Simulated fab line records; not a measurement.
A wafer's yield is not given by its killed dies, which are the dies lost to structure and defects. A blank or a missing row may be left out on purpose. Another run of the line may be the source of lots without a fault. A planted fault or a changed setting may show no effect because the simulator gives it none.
fab line records ; flow n5Finfet ; part 2 of 2: steps 5 to 6 of 6
[record] lots = 21; wafers = 63; lastDay = 18
route steps=1938 shown BEOL_M6@1261 BEOL_M7@1279
lots that met no fault: taken from a fault-free run of the same line
startH: hours from the record's first day to the start of the lot's first wafer shown ; waitH: time in hours since the lot's previous step ; " the same as in the row above ; L1.1+2: several wafers, shown together as one row ; - value missing, or start not given ; * or withheld: withheld ; < > ~ a bound
route shown NAME@n: a module of which the file shows steps, and the number in the route of the first ; usual: mean/standard deviation taken from wafers without a fault ; same: alike in all rows ; chamber/n: place in a boat ; sites: readings site by site ; _std_site: how widely they spread, as a standard deviation ; _edge_site: mean of outer sites minus mean of inner sites ; radiusMm: how far each site lies from the wafer's centre ; mask NAME#n: copy n ; behind: tool/chamber where the wafer was last shaped ; hold: the reason the lot was held/the length of the hold in hours/how it ended ; device: the n, p or np transistor that did not switch ; end of line: tests run on the same wafers once the route is complete ; a step with no rows: only its recipe ; killed: at the first sort, the dies lost to defects and structure; wafer yield is something else ; map: a wafer's dies, marking killed ones x, the rest . and places with no die _
set.NAME: the setting the step ran with; set.NAME@STEP: the setting that earlier step ran with ; model.NAME: the simulator's own value behind a step, which no gauge read
a sample of lots followed through the steps of the route, with each step as a table and each wafer as a row
services: the hour from which a tool's chamber was out of use, counted from the record's first day as startH (under 0 if before that day), plus the number of hours and why
[[steps]]
[step N5_BEOL_M7_TRENCH_ETCH_37]
[recipe] chemistry = C4F6/O2; targetDepthA = 934.78; target = SiCOH_lowk; timeS = 31.2; ionEnergyEv = 250; pressureMtorr = 30; sourceW = 345; biasW = 185; Ar_flow_sccm = 300; C4F6_flow_sccm = 10; O2_flow_sccm = 10
[usual] drypumpMotorCurrentA = 5.5/0.46; oesProductAu = 0.76/0.078; rfVppV = 667/8.1; showerheadPlenumPTorr = 2.84/0.079; throttleValvePct = 20.92/0.13
lot.wafer;tool;chamber;startH;waitH;drypumpMotorCurrentA;oesProductAu;rfHoursCounterH;rfVppV;showerheadPlenumPTorr;throttleValvePct
L074.3;rieDiel-05;1;-;-;5.8;0.73;171;652;2.74;20.80
L074.4;rieDiel-05;2;-;-;6.1;0.77;145;680;2.85;20.84
L074.6;rieDiel-05;3;-;-;5.8;0.73;-;667;2.84;20.92
L075.2;rieDiel-04;1;-;-;4.9;0.86;59;661;3.01;20.99
L075.4;rieDiel-04;0;-;-;5.6;0.75;175;662;2.83;20.92
L075.5;rieDiel-04;1;-;-;4.9;0.88;-;659;3.01;20.97
L076.1;rieDiel-03;1;-;-;5.3;0.71;213;663;2.94;21.09
L076.4;rieDiel-03;2;-;-;5.4;0.92;22;674;2.79;20.84
L076.6;rieDiel-03;1;-;-;5.3;0.71;-;662;2.94;21.09
L078.1;rieDiel-03;1;-;-;5.3;0.71;214;663;2.94;21.10
L078.4;rieDiel-03;0;-;-;5.6;0.75;185;661;2.83;20.78
L078.6;rieDiel-03;0;-;-;5.6;0.74;-;661;2.83;20.77
L077.1;rieDiel-05;0;-;-;4.8;0.69;230;671;2.92;21.03
L077.3;rieDiel-05;1;-;-;5.8;0.73;176;653;2.74;20.82
L077.4;rieDiel-05;3;-;-;5.8;0.74;153;666;2.84;20.93
L079.1;rieDiel-05;0;-;-;4.8;0.70;236;672;2.92;21.03
L079.5;rieDiel-05;0;-;-;4.8;0.70;-;670;2.92;21.02
L079.6;rieDiel-05;1;-;-;5.8;0.72;-;652;2.73;20.83
L081.2;rieDiel-04;1;-;-;4.9;0.83;76;659;3.00;21.02
L081.3;rieDiel-04;0;-;-;5.7;0.73;188;663;2.83;20.95
L081.4;rieDiel-04;3;-;-;5.3;0.70;187;671;2.96;21.22
L087.3;rieDiel-04;3;-;-;5.3;0.70;194;672;2.95;21.20
L087.4;rieDiel-04;1;-;-;4.9;0.83;83;659;3.00;21.04
L087.6;rieDiel-04;0;-;-;5.7;0.73;-;665;2.82;20.96
L084.3;rieDiel-05;0;-;-;4.7;0.68;249;669;2.91;21.04
L084.5;rieDiel-05;1;-;-;5.8;0.71;-;654;2.73;20.84
L084.6;rieDiel-05;0;-;-;4.7;0.68;-;670;2.91;21.04
L083.2;rieDiel-03;0;-;-;5.6;0.72;207;662;2.82;20.79
L083.5;rieDiel-03;1;-;-;5.3;0.69;-;662;2.93;21.12
L083.6;rieDiel-03;2;-;-;5.4;0.89;-;676;2.78;20.88
L082.4;rieDiel-03;3;-;-;6.2;0.78;98;669;2.76;20.91
L082.5;rieDiel-03;3;-;-;6.2;0.79;-;669;2.75;20.89
L082.6;rieDiel-03;2;-;-;5.4;0.88;-;672;2.78;20.89
L086.4;rieDiel-05;0;-;-;4.8;0.67;250;671;2.91;21.05
L086.5;rieDiel-05;0;-;-;4.8;0.68;-;669;2.91;21.06
L086.6;rieDiel-05;3;-;-;5.9;0.71;-;666;2.83;20.96
L085.2;rieDiel-03;1;-;-;5.3;0.70;239;663;2.93;21.13
L085.3;rieDiel-03;2;-;-;5.4;0.88;47;673;2.78;20.88
L085.6;rieDiel-03;2;-;-;5.4;0.88;-;675;2.78;20.90
L088.1;rieDiel-05;1;-;-;5.8;0.71;200;651;2.73;20.84
L088.2;rieDiel-05;2;-;-;6.1;0.75;173;680;2.84;20.89
L088.4;rieDiel-05;3;-;-;5.8;0.71;-;666;2.83;20.97
L089.1;rieDiel-04;2;-;-;5.3;0.86;54;667;2.79;20.71
L089.4;rieDiel-04;1;-;-;4.9;0.81;92;659;2.99;21.04
L089.6;rieDiel-04;3;-;-;5.3;0.68;-;671;2.95;21.22
L090.1;rieDiel-05;1;-;-;5.8;0.70;205;652;2.72;20.86
L090.3;rieDiel-05;0;-;-;4.8;0.95;3;669;2.91;20.73
L090.6;rieDiel-05;2;-;-;6.1;0.74;-;681;2.84;20.90
L092.4;rieDiel-05;3;-;-;5.8;0.71;185;666;2.83;21.00
L092.5;rieDiel-05;1;-;-;5.8;0.71;-;653;2.72;20.85
L092.6;rieDiel-05;2;-;-;6.1;0.74;-;678;2.84;20.90
L093.1;rieDiel-05;2;-;-;6.1;0.74;180;680;2.84;20.90
L093.2;rieDiel-05;3;-;-;5.8;0.71;185;665;2.83;20.99
L093.4;rieDiel-05;0;-;-;4.7;0.94;6;670;2.91;20.71
L095.2;rieDiel-05;3;-;-;5.8;0.70;187;665;2.83;20.99
L095.4;rieDiel-05;0;-;-;4.7;0.93;8;670;2.91;20.72
L095.6;rieDiel-05;1;-;-;5.8;0.70;-;653;2.72;20.86
L096.1;rieDiel-05;1;-;-;5.8;0.70;210;653;2.72;20.86
L096.2;rieDiel-05;3;-;-;5.8;0.70;188;667;2.83;20.98
L096.3;rieDiel-05;0;-;-;4.8;0.94;9;670;2.91;20.74
L097.1;rieDiel-05;3;-;-;5.8;0.71;194;666;2.82;21.00
L097.2;rieDiel-05;0;-;-;4.8;0.92;15;670;2.90;20.74
L097.5;rieDiel-05;1;-;-;5.8;0.69;-;652;2.72;20.86
[step N5_BEOL_M7_SPUTTER_48]
[recipe] material = Cu; targetThkA = 100; tempC = -20; biasV = 60; powerW = 26000; chamberPressurePa = 0.13; timeS = 1.667
[usual] chuckGasFlowSccm = 1.27/0.048; chuckSensorTempC = -16.1/0.61; substrateTempC = -20.00/0.097; susceptorTempC = -20.01/0.12; throttleValvePct = 30.0/1.2
lot.wafer;tool;chamber;startH;waitH;chuckGasFlowSccm;chuckSensorTempC;substrateTempC;susceptorTempC;throttleValvePct
L074.3;pvdSputter-02;-;201.55;0.1;1.33;-15.9;-19.97;-19.87;30.7
L074.4;pvdSputter-02;-;201.55;0.1;1.30;-16.6;-20.00;-19.86;29.2
L074.6;pvdSputter-02;-;201.55;0.1;1.27;-16.1;-19.94;-19.86;29.6
L075.2;pvdSputter-03;-;203.86;0.3;1.23;-16.5;-20.02;-19.97;30.6
L075.4;pvdSputter-03;-;203.86;0.3;1.29;-16.2;-20.05;-20.10;28.0
L075.5;pvdSputter-03;-;203.86;0.3;1.23;-16.4;-19.84;-20.05;30.6
L076.1;pvdSputter-01;-;208.21;0.1;1.35;-16.2;-19.98;-20.04;29.0
L076.4;pvdSputter-01;-;208.21;0.1;1.24;-14.9;-20.01;-20.22;31.2
L076.6;pvdSputter-01;-;208.21;0.1;1.23;-16.0;-19.79;-20.00;29.4
L078.1;pvdSputter-02;-;210.17;0.2;1.21;-15.9;-19.93;-20.15;30.8
L078.4;pvdSputter-02;-;210.17;0.2;1.28;-16.0;-20.10;-20.02;29.9
L078.6;pvdSputter-02;-;210.17;0.2;1.28;-16.4;-19.99;-20.18;29.1
L077.1;pvdSputter-01;-;216.89;0.1;1.32;-15.1;-19.96;-20.03;31.2
L077.3;pvdSputter-01;-;216.89;0.1;1.31;-16.1;-20.09;-20.00;28.8
L077.4;pvdSputter-01;-;216.89;0.1;1.21;-15.7;-20.10;-20.14;31.3
L079.1;pvdSputter-03;-;232.68;0.1;1.34;-16.5;-20.13;-20.12;28.2
L079.5;pvdSputter-03;-;232.68;0.1;1.24;-16.4;-19.90;-20.01;28.1
L079.6;pvdSputter-03;-;232.68;0.1;1.34;-15.5;-19.99;-19.86;31.9
L081.2;pvdSputter-02;-;250.99;0.2;1.27;-15.9;-19.92;-20.09;30.9
L081.3;pvdSputter-02;-;250.99;0.2;1.22;-16.1;-20.23;-20.17;29.5
L081.4;pvdSputter-02;-;250.99;0.2;1.29;-16.4;-20.04;-20.04;29.4
L087.3;pvdSputter-01;-;274.51;0.2;1.29;-16.3;-20.14;-20.04;28.8
L087.4;pvdSputter-01;-;274.51;0.2;1.25;-15.3;-20.11;-20.00;31.3
L087.6;pvdSputter-01;-;274.51;0.2;1.20;-15.0;-19.96;-19.94;31.1
L084.3;pvdSputter-01;-;274.59;0.3;1.35;-15.5;-19.97;-20.07;31.0
L084.5;pvdSputter-01;-;274.59;0.3;1.20;-16.3;-19.85;-20.03;30.4
L084.6;pvdSputter-01;-;274.59;0.3;1.21;-15.6;-20.05;-20.14;31.2
L083.2;pvdSputter-03;-;274.85;0.1;1.20;-15.5;-19.88;-19.98;31.8
L083.5;pvdSputter-03;-;274.85;0.1;1.23;-16.5;-20.15;-19.90;28.4
L083.6;pvdSputter-03;-;274.85;0.1;1.26;-15.5;-19.88;-20.03;32.0
L082.4;pvdSputter-03;-;279.96;0.0;1.25;-15.4;-20.07;-19.97;32.0
L082.5;pvdSputter-03;-;279.96;0.0;1.34;-16.3;-20.04;-19.98;28.4
L082.6;pvdSputter-03;-;279.96;0.0;1.27;-15.5;-20.01;-20.03;31.6
L086.4;pvdSputter-01;-;280.27;0.0;1.22;-16.5;-19.96;-20.07;30.1
L086.5;pvdSputter-01;-;280.27;0.0;1.18;-14.9;-19.93;-20.13;31.0
L086.6;pvdSputter-01;-;280.27;0.0;1.14;-15.6;-20.10;-19.87;31.0
L085.2;pvdSputter-03;-;292.94;0.1;1.20;-16.4;-20.02;-19.95;28.4
L085.3;pvdSputter-03;-;292.94;0.1;1.30;-16.6;-20.07;-20.12;30.7
L085.6;pvdSputter-03;-;292.94;0.1;1.32;-15.6;-20.02;-19.96;31.6
L088.1;pvdSputter-03;-;295.72;0.4;1.27;-16.5;-20.12;-19.91;28.4
L088.2;pvdSputter-03;-;295.72;0.4;1.29;-16.5;-20.04;-19.93;30.5
L088.4;pvdSputter-03;-;295.72;0.4;1.29;-16.4;-20.09;-20.13;28.1
L089.1;pvdSputter-01;-;312.75;0.1;1.31;-16.1;-20.00;-19.91;28.8
L089.4;pvdSputter-01;-;312.75;0.1;1.35;-16.6;-20.03;-20.04;30.2
L089.6;pvdSputter-01;-;312.75;0.1;1.24;-16.2;-19.94;-20.00;30.0
L090.1;pvdSputter-02;-;314.12;0.2;1.29;-16.1;-20.09;-19.79;29.6
L090.3;pvdSputter-02;-;314.12;0.2;1.27;-17.4;-19.99;-19.86;29.1
L090.6;pvdSputter-02;-;314.12;0.2;1.32;-15.8;-20.03;-20.18;30.7
L092.4;pvdSputter-03;-;323.18;0.1;1.22;-16.4;-20.02;-19.83;30.6
L092.5;pvdSputter-03;-;323.18;0.1;1.17;-15.4;-19.81;-19.83;31.8
L092.6;pvdSputter-03;-;323.18;0.1;1.32;-16.3;-19.89;-19.93;28.2
L093.1;pvdSputter-01;-;323.58;0.1;1.30;-16.1;-20.03;-20.18;28.8
L093.2;pvdSputter-01;-;323.58;0.1;1.19;-15.3;-20.01;-20.02;31.3
L093.4;pvdSputter-01;-;323.58;0.1;1.27;-14.9;-20.13;-20.09;30.9
L095.2;pvdSputter-02;-;330.22;0.2;1.19;-17.2;-20.10;-20.02;29.5
L095.4;pvdSputter-02;-;330.22;0.2;1.28;-16.4;-20.09;-20.00;29.5
L095.6;pvdSputter-02;-;330.22;0.2;1.29;-17.3;-20.02;-20.10;29.7
L096.1;pvdSputter-02;-;334.08;0.3;1.28;-16.1;-19.85;-20.00;29.8
L096.2;pvdSputter-02;-;334.08;0.3;1.27;-16.6;-20.04;-20.03;29.4
L096.3;pvdSputter-02;-;334.08;0.3;1.36;-15.9;-20.00;-19.99;31.0
L097.1;pvdSputter-01;-;356.77;1.2;1.29;-15.4;-19.96;-19.84;31.2
L097.2;pvdSputter-01;-;356.77;1.2;1.25;-16.2;-19.84;-19.91;29.2
L097.5;pvdSputter-01;-;356.77;1.2;1.32;-16.3;-20.16;-20.01;30.4
[[services]]
tool;chamber;startH;hours;kind
rieDiel-04;3;177.55;5.5;repair
rieDiel-03;2;191.94;6.5;repair
pvdSputter-01;-;194.82;4.9;repair
rieDiel-05;-;203.16;0.3;repair
rieDiel-04;0;208.33;7.4;repair
rieDiel-03;3;260.74;9.0;repair
rieDiel-05;-;265.48;2.8;pm
rieDiel-05;0;278.99;-;clean
rieDiel-05;0;278.99;-;consumableReplace:focusRing
rieDiel-05;0;278.99;22.2;scheduledDown
rieDiel-05;0;278.99;22.2;ventCycle
rieDiel-04;0;312.76;5.1;repair
rieDiel-03;1;323.78;-;clean
rieDiel-03;1;323.78;-;consumableReplace:focusRing
rieDiel-03;1;323.78;14.6;scheduledDown
rieDiel-03;1;323.78;14.6;ventCycle
rieDiel-03;0;340.47;4.7;repair
